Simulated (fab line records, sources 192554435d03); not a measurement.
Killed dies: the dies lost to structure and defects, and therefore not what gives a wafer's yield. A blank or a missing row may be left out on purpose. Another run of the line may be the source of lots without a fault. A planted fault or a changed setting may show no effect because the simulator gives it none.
Problem report in the 8D (eight disciplines) form, filled by code	flow n5Finfet	the parts of the form that need people (team, actions taken, sign-off) are left out

1. THE ISSUE
Mean of runLengthS at N5_MOL_CONTACT_COAG_ALD_27: 2145.5 s across 3 wafers in 3 lots; on wafers with no fault it is 2769.8 s (standard deviation 0.57). So: -99 or more standard deviations from the usual mean.
The step: deposits SiOC, target thk 17 nm, pulse time 1.5 s, time 2720 s.
Seen first at day 7 06:54 on aldSin-01, wafer L811.3. The record holds 25 wafers of 10 lots with a number at this step. Rule for "out", or "out of limits": more than 4 standard deviations from the usual mean. All remaining wafers that have a number are taken as sound.

2. WHAT THIS IS AND IS NOT
question	is	is not
which readings at this step	runLengthS	heaterPowerW, precursorPulseHeightRel
which lots	L811, L813, L814	L802, L806, L807, L815, L816, L820, L824
which wafers of those lots	L811.3, L813.3, L814.3	L811.2, L813.2, L814.1
read on which tools	aldSin-01	aldSin-02
when	from day 7 06:54	up to then (10 sound wafers); but 12 sound wafers of L813, L814, L815, L816, L820, L824 came after

3. THE SUSPECTS, EACH WITH WHAT RULES IT OUT
Counting: if a tool at a process step up to the reading ran every lot that is out, it stays a suspect. Sound lots after the first of them don't rule it out here, since some wafers of a struck lot are sound.
- rtpAnneal-01 at N5_MOL_CONTACT_COAG_SIL_ANNEAL_21 (time 60 s): kept. It ran every lot that is out, first L811 (day 7 02:37); its last sound lot up to then is L807 (day 5 22:50).
- aldSin-01 at N5_MOL_CONTACT_COAG_ALD_27 (deposits SiOC, target thk 17 nm, pulse time 1.5 s, time 2720 s): kept. It ran every lot that is out, first L811 (day 7 06:54); its last sound lot up to then is L806 (day 5 20:39). Out on those wafers are its own readings of runLengthS.
What counting leaves: rtpAnneal-01 at N5_MOL_CONTACT_COAG_SIL_ANNEAL_21 and aldSin-01 at N5_MOL_CONTACT_COAG_ALD_27.

4. THE CAUSE (what the simulator had put in)
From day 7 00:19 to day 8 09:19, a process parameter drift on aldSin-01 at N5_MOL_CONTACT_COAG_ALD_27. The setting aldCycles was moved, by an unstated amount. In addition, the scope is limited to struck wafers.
Of the 2 suspects that counting leaves, this tool is one.

5. SEQUENCE OF EFFECTS, ordered by route
One row per reading whose mean, taken over the struck wafers that have a number, lies over 3 standard deviations from the usual. Readings are gone through only where the record gives a usual standard deviation; hours: the median, over the lots, of the time from a lot's start at the first step in this table giving one to that lot's start at this step; sigmas: the change measured in usual standard deviations.
hours	step	reading	usual	on struck wafers	change	sigmas
0	N5_MOL_CONTACT_COAG_ALD_27	runLengthS	2769.8 s	2145.5	-624.3	-99 or more
Process steps it contains:
- N5_MOL_CONTACT_COAG_ALD_27: deposits SiOC, target thk 17 nm, pulse time 1.5 s, time 2720 s.
Later measuring or inspecting steps at which every struck wafer that the step has a row for has a number for every such reading, and none has moved that far: N5_BEOL_M4_RC_MEAS_101.

6. HOW IT WOULD HAVE BEEN CAUGHT EARLIER
7 hours passed between the start of the fault at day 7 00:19 and the first reading out of limits in this record, taken at day 7 06:54.
